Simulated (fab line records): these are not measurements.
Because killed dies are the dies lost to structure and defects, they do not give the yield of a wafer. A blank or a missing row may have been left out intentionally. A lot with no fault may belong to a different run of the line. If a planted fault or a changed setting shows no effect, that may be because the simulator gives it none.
What tool caused it? + flow n5 finfet + 26 wafers from 9 lots sampled at 6 of the route's 1938 steps

WHAT THE GAUGES READ, wafer by wafer
N5_SD_EPI_P_INSPECT_26: inspects for defects (darkfield). Usual: raw defect count 176, standard deviation 34.
| lot  | measured    | on                | raw defect count | flag |
|------|-------------|-------------------|------------------|------|
| L366 | day 3 12:13 | defect inspect-02 | 131 147 165      |      |
| L369 | day 4 05:59 | defect inspect-02 | 163 151 234      |      |
| L370 | day 4 15:44 | defect inspect-01 | 183 198 222      |      |
| L371 | day 4 20:11 | defect inspect-02 | 145 175          |      |
| L373 | day 5 07:34 | defect inspect-02 | 141 150 136      |      |
| L376 | day 6 02:50 | defect inspect-02 | 163 150 228      |      |
| L383 | day 7 16:32 | defect inspect-02 | 1191 195 170     | OFF  |
| L387 | day 8 15:59 | defect inspect-02 | 152 139 159      |      |
| L388 | day 9 00:05 | defect inspect-01 | 178 173 144      |      |

N5_BEOL_M4_RC_MEAS_101. Usual: DIBL_N 37.2 mV/V, standard deviation 1.8; DIBL_P 37.5 mV/V, standard deviation 2.5; IOFF_N 0.17 nA/um, standard deviation 0.038; IOFF_P 0.24 nA/um, standard deviation 0.046; ION_N 681 uA/um, standard deviation 13; ION_P 469 uA/um, standard deviation 8.5; SS_N 71.7 mV/dec, standard deviation 0.6; SS_P 73.6 mV/dec, standard deviation 0.69; VT_N 249 mV, standard deviation 3.4; VT_P -248 mV, standard deviation 3.6.
| lot  | measured     | on        | DIBL_N (mV/V)  | DIBL_P (mV/V)  | IOFF_N (nA/um) | IOFF_P (nA/um) | ION_N (uA/um) | ION_P (uA/um) | SS_N (mV/dec)  | SS_P (mV/dec)  | VT_N (mV)   | VT_P (mV)      | flag |
|------|--------------|-----------|----------------|----------------|----------------|----------------|---------------|---------------|----------------|----------------|-------------|----------------|------|
| L366 | day 7 19:19  | prober-01 | 37.7 37.1 34.6 | 36.6 35.3 33.2 | 0.20 0.16 0.14 | 0.28 0.25 0.22 | 690 673 667   | 478 466 463   | 72.4 71.7 70.9 | 73.8 73.3 72.3 | 248 251 252 | -245 -246 -245 |      |
| L369 | day 8 15:36  | prober-01 | 39.9 36.9 38.6 | 42.1 37.2 39.4 | 0.24 0.15 0.19 | 0.28 0.19 0.21 | 695 686 673   | 472 467 454   | 71.9 71.3 71.7 | 73.5 72.6 73.9 | 246 251 249 | -249 -255 -253 |      |
| L370 | day 8 21:31  | prober-02 | 36.7 37.9 40.3 | 36.6 37.4 40.6 | 0.16 0.17 0.22 | 0.24 0.26 0.33 | 676 683 685   | 470 478 479   | 72.1 71.4 73.2 | 73.6 73.4 75.0 | 251 247 244 | -246 -243 -242 |      |
| L371 | day 9 13:37  | prober-01 | 40.1 33.7      | 41.0 32.9      | 0.24 0.11      | 0.39 0.21      | 707 665       | 491 469       | 72.4 70.6      | 75.2 73.3      | 242 255     | -239 -247      |      |
| L373 | day 9 15:11  | prober-01 | 36.2 39.7 35.6 | 34.9 37.8 34.2 | 0.14 0.18 0.13 | 0.18 0.23 0.18 | 685 669 669   | 470 459 460   | 70.5 71.6 71.5 | 73.3 73.9 73.2 | 251 249 250 | -253 -250 -253 |      |
| L376 | day 10 18:56 | prober-02 | 38.3 38.7 36.6 | 38.1 39.1 35.9 | 0.19 0.21 0.15 | 0.25 0.25 0.21 | 679 701 673   | 466 474 462   | 72.0 71.2 71.4 | 74.4 74.9 73.6 | 249 244 250 | -248 -248 -250 |      |
| L383 | day 12 05:27 | prober-01 | 34.8 34.9 36.9 | 36.4 35.9 38.6 | 0.14 0.14 0.18 | 0.19 0.19 0.25 | 661 652 671   | 455 452 465   | 71.1 71.2 71.7 | 73.7 73.2 73.7 | 252 251 250 | -253 -251 -248 |      |
| L387 | day 13 03:29 | prober-02 | 35.3 37.5 37.3 | 35.2 38.9 38.8 | 0.15 0.19 0.19 | 0.19 0.25 0.25 | 680 699 686   | 467 480 471   | 71.8 72.2 71.8 | 73.1 73.8 73.8 | 246 246 246 | -249 -248 -247 |      |
| L388 | day 13 07:25 | prober-01 | 36.3 38.2 33.9 | 36.7 38.6 33.7 | 0.16 0.20 0.13 | 0.23 0.26 0.19 | 683 699 671   | 468 476 461   | 71.2 72.2 71.0 | 73.2 73.8 73.2 | 248 248 252 | -248 -248 -251 |      |

WHICH TOOL RAN EACH LOT (tool, then ch and the chambers of the sampled wafers, then the start)
| lot  | N5_SD_EPI_N_LINER_46             | N5_SD_EPI_P_ETCH_36               | N5_SD_EPI_P_PRECLEAN_24            | N5_ILD0_CMP_03               |
|------|----------------------------------|-----------------------------------|------------------------------------|------------------------------|
| L366 | ald sin-04 ch 0,3, day 3 07:44   | rie diel-05 ch 1,2,3, day 3 08:31 | wet bench-06 ch 2,3,7, day 3 12:08 | cmp-04 ch 1,2,3, day 3 15:38 |
| L369 | ald sin-02 ch 0,1,2, day 4 00:42 | rie diel-05 ch 0,2,3, day 4 01:21 | wet bench-03 ch 0,3,7, day 4 05:53 | cmp-01 ch 0,1,3, day 4 09:09 |
| L370 | ald sin-03 ch 0,2, day 4 11:02   | rie diel-05 ch 0,1, day 4 12:02   | wet bench-06 ch 2,3,4, day 4 15:40 | cmp-01 ch 0,1,3, day 4 19:29 |
| L371 | ald sin-03 ch 2,3, day 4 15:47   | rie diel-04 ch 2,3, day 4 16:29   | wet bench-02 ch 1,5, day 4 20:07   | cmp-04 ch 0,1, day 4 23:31   |
| L373 | ald sin-03 ch 0,1,3, day 5 02:16 | rie diel-02 ch 0,1,3, day 5 03:02 | wet bench-03 ch 1,4,5, day 5 07:29 | cmp-01 ch 0,1,2, day 5 11:17 |
| L376 | ald sin-04 ch 1,3, day 5 22:30   | rie diel-05 ch 0,1, day 5 23:09   | wet bench-03 ch 0,4,6, day 6 02:46 | cmp-04 ch 1,2, day 6 06:01   |
| L383 | ald sin-04 ch 1,2, day 7 12:11   | rie diel-05 ch 0,1,3, day 7 12:50 | wet bench-06 ch 0,1,4, day 7 16:28 | cmp-04 ch 0,2,3, day 7 20:04 |
| L387 | ald sin-03 ch 0,1,3, day 8 11:32 | rie diel-04 ch 0,1,3, day 8 12:17 | wet bench-02 ch 1,3,4, day 8 15:55 | cmp-01 ch 0,1,2, day 8 19:35 |
| L388 | ald sin-03 ch 0,2,3, day 8 19:32 | rie diel-05 ch 0,1,2, day 8 20:23 | wet bench-03 ch 0,1,7, day 9 00:01 | cmp-01 ch 0,1,2, day 9 03:18 |
- N5_SD_EPI_N_LINER_46: material SiNx, target thk 3 nm.
- N5_SD_EPI_P_ETCH_36: etches SiARC in CF4, target depth 45.5 nm, time 75.8 s.
- N5_SD_EPI_P_PRECLEAN_24: cleans in O3/DIW, time 45 s.
- N5_ILD0_CMP_03: polishes, stops on SiNx, t overpolish 1.9 s, target thk 197.38 nm.

WHAT THE TOOLS THEMSELVES READ (means of the sampled wafers that have a number; where no wafer has one, the mark that the record gives instead)
N5_SD_EPI_N_LINER_46. Usual: heater power w 882 W, standard deviation 100.
| lot  | tool       | heater power w (W) | flag |
|------|------------|--------------------|------|
| L366 | ald sin-04 | 832                |      |
| L369 | ald sin-02 | 743                |      |
| L370 | ald sin-03 | 750                |      |
| L371 | ald sin-03 | 822                |      |
| L373 | ald sin-03 | 924                |      |
| L376 | ald sin-04 | 980                |      |
| L383 | ald sin-04 | 940                |      |
| L387 | ald sin-03 | 927                |      |
| L388 | ald sin-03 | 830                |      |

N5_SD_EPI_P_ETCH_36. Usual: bias w is 35.98 W with standard deviation 0.11, drypump motor current A is 5.7 A with standard deviation 0.46, etch rf on time s is 75.3 s with standard deviation 1.9, oes product au is 0.69 a.u. with standard deviation 0.081, rf vpp V is 184.2 V with standard deviation 1.2, showerhead plenum p Torr is 2.15 Torr with standard deviation 0.059, and throttle valve pct is 15.66 % with standard deviation 0.23.
| lot  | tool        | bias w (W) | drypump motor current A (A) | etch rf on time s (s) | oes product au (a.u.) | rf vpp V (V) | showerhead plenum p Torr (Torr) | throttle valve pct (%) | flag |
|------|-------------|------------|-----------------------------|-----------------------|-----------------------|--------------|---------------------------------|------------------------|------|
| L366 | rie diel-05 | 36.00      | 5.8                         | 75.0                  | 0.73                  | 185.1        | 2.18                            | 15.61                  |      |
| L369 | rie diel-05 | 36.03      | 5.6                         | 76.3                  | 0.69                  | 185.4        | 2.19                            | 15.79                  |      |
| L370 | rie diel-05 | 36.11      | 5.5                         | 75.0                  | 0.76                  | 183.1        | 2.13                            | 15.53                  |      |
| L371 | rie diel-04 | 36.05      | 5.3                         | 76.2                  | 0.71                  | 184.3        | 2.20                            | 15.47                  |      |
| L373 | rie diel-02 | 36.00      | 6.0                         | 77.3                  | 0.59                  | 184.3        | 2.11                            | 15.90                  |      |
| L376 | rie diel-05 | 35.86      | 5.3                         | 76.2                  | 0.72                  | 184.1        | 2.14                            | 15.73                  |      |
| L383 | rie diel-05 | 35.90      | 5.6                         | 76.7                  | 0.69                  | 184.8        | 2.16                            | 15.77                  |      |
| L387 | rie diel-04 | 35.98      | 5.7                         | 73.9                  | 0.73                  | 184.2        | 2.14                            | 15.50                  |      |
| L388 | rie diel-05 | 36.08      | 5.6                         | 75.1                  | 0.70                  | 183.8        | 2.14                            | 15.66                  |      |

N5_ILD0_CMP_03. Usual: motor current A 12.2 A, standard deviation 1.1; overpolish run s 1.901 s, standard deviation 0.0093; pad life wafers 1158, standard deviation 390; time to endpoint s 73 s, standard deviation 5.
| lot  | tool   | motor current A (A) | overpolish run s (s) | pad life wafers | time to endpoint s (s) | flag |
|------|--------|---------------------|----------------------|-----------------|------------------------|------|
| L366 | cmp-04 | 11.0                | 1.906                | 1124            | 74                     |      |
| L369 | cmp-01 | 13.6                | 1.897                | 698             | 68                     |      |
| L370 | cmp-01 | 13.6                | 1.904                | 788             | 66                     |      |
| L371 | cmp-04 | 12.3                | 1.902                | 1400            | 81                     |      |
| L373 | cmp-01 | 12.9                | 1.897                | 908             | 74                     |      |
| L376 | cmp-04 | 11.0                | 1.896                | 1638            | 78                     |      |
| L383 | cmp-04 | 11.5                | 1.905                | 1940            | 77                     |      |
| L387 | cmp-01 | 13.0                | 1.897                | 1651            | 75                     |      |
| L388 | cmp-01 | 12.7                | 1.902                | 1711            | 76                     |      |

THE ANSWER, worked out from the rows above alone
Rule: a lot counts as off when the mean over its wafers that have a number is more than 3 standard deviations away from the usual mean. A lot without any number at a reading at which 4 lots or more have one is off too. The other lots that the step has rows for count as sound. The gauges are gone through in route order, then the tools' own readings, and for those a lot's mean is taken as printed above. At the first step where some lot is off, the reading lying furthest off is the one used; lots without a number count as furthest.
Off: L383, at N5_SD_EPI_P_INSPECT_26 (raw defect count).
A tool fits if, at a process step before that reading, it ran every lot that is off, and no sound lot after the first of them. Those tools and the gauges at N5_SD_EPI_P_INSPECT_26 are tried in the same way. 2 tools fit, ald sin-04 at N5_SD_EPI_N_LINER_46 and wet bench-06 at N5_SD_EPI_P_PRECLEAN_24, so this cannot tell which one it is.

WHAT THE SIMULATOR HAD PUT IN
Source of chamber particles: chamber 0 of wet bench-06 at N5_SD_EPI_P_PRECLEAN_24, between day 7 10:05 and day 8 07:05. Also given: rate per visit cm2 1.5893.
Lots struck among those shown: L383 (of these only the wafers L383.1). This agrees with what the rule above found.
